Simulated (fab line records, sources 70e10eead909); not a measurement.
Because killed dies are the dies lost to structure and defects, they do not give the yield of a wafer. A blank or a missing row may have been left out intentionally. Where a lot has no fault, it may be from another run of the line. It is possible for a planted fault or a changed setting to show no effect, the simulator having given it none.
The same fault as seen by 2 desks / flow nand_harc / what lay behind the numbers comes last; until then each desk has only its own

DESK OF THE TOOL OWNER: rie_diel-06
The tool's own readings at NHARC_P_STI_ETCH_31 (etches the open film in CF4/CHF3, target depth 108.9 nm, time 54.5 s): means of the sampled wafers that have a number, for each lot that ran on this tool. A lot is out of limits, marked OUT, if its mean lies more than 4 standard deviations from the usual mean; the brackets give that distance. Shown here are 7 of its 8 readings, the ones lying furthest out on some lot.
Columns: A = bias_w at NHARC_P_STI_ETCH_31, usual 199.9 W; B = cf4_flow_sccm at NHARC_P_STI_ETCH_31, usual 100.0 sccm; C = chf3_flow_sccm at NHARC_P_STI_ETCH_31, usual 30.00 sccm; D = oes_product_au at NHARC_P_STI_ETCH_31, usual 0.959 a.u.; E = rf_vpp_V at NHARC_P_STI_ETCH_31, usual 370.1 V; F = showerhead_plenum_p_Torr at NHARC_P_STI_ETCH_31, usual 1.56 Torr; G = throttle_valve_pct at NHARC_P_STI_ETCH_31, usual 16.803 %
lot=L963; first seen here=day 2 20:49; A=199.7; B=100.2; C=29.97; D=0.976; E=368.5; F=1.51; G=16.794
lot=L974; first seen here=day 7 15:38; A=199.9; B=99.9; C=29.95; D=0.969; E=369.3; F=1.52; G=16.802
lot=L978; first seen here=day 9 00:31; A=199.6; B=100.0; C=30.05; D=0.969; E=368.3; F=1.51; G=16.797
lot=L981; first seen here=day 10 09:45; A=199.7; B=99.9; C=30.09; D=0.961; E=367.3; F=1.49; G=16.804
lot=L983; first seen here=day 11 07:19; A=199.7; B=100.0; C=30.04; D=0.960; E=366.7; F=1.49; G=16.805
This desk's finding: nothing out of limits on any of the 5 lots.

AT THE METROLOGY DESK
Lot by lot, what the gauges showed, no matter which tool ran the lot: averages of those sampled wafers that carry a number. A lot is out of limits, marked OUT, if its mean lies more than 4 standard deviations from the usual mean; the brackets give that distance.
Columns: A = overlay_x_nm at NHARC_P_STI_OVL_MEAS_10, usual 0 nm; B = overlay_y_nm at NHARC_P_STI_OVL_MEAS_10, usual -1 nm
lot=L963; first seen here=day 2 20:28; A=-10; B=-4
lot=L964; first seen here=day 3 07:56; A=2; B=2
lot=L966; first seen here=day 4 02:09; A=1; B=-8
lot=L967; first seen here=day 4 13:48; A=3; B=3
lot=L968; first seen here=day 4 22:16; A=-8; B=-10
lot=L972; first seen here=day 6 16:31; A=-2; B=2
lot=L974; first seen here=day 7 15:17; A=4; B=-12
lot=L976; first seen here=day 8 06:16; A=6; B=-3
lot=L978; first seen here=day 9 00:10; A=4; B=7
lot=L981; first seen here=day 10 09:20; A=5; B=-6
lot=L983; first seen here=day 11 06:58; A=-2; B=-5
lot=L985; first seen here=day 12 01:04; A=1; B=3
lot=L986; first seen here=day 12 09:43; A=8; B=7
This desk's finding: nothing out of limits on any of the 13 lots.

ALL TOGETHER
The tool owner's desk saw nothing out of limits.
Nothing out of limits was seen by the metrology desk.

WHAT THE SIMULATOR HAD INSERTED
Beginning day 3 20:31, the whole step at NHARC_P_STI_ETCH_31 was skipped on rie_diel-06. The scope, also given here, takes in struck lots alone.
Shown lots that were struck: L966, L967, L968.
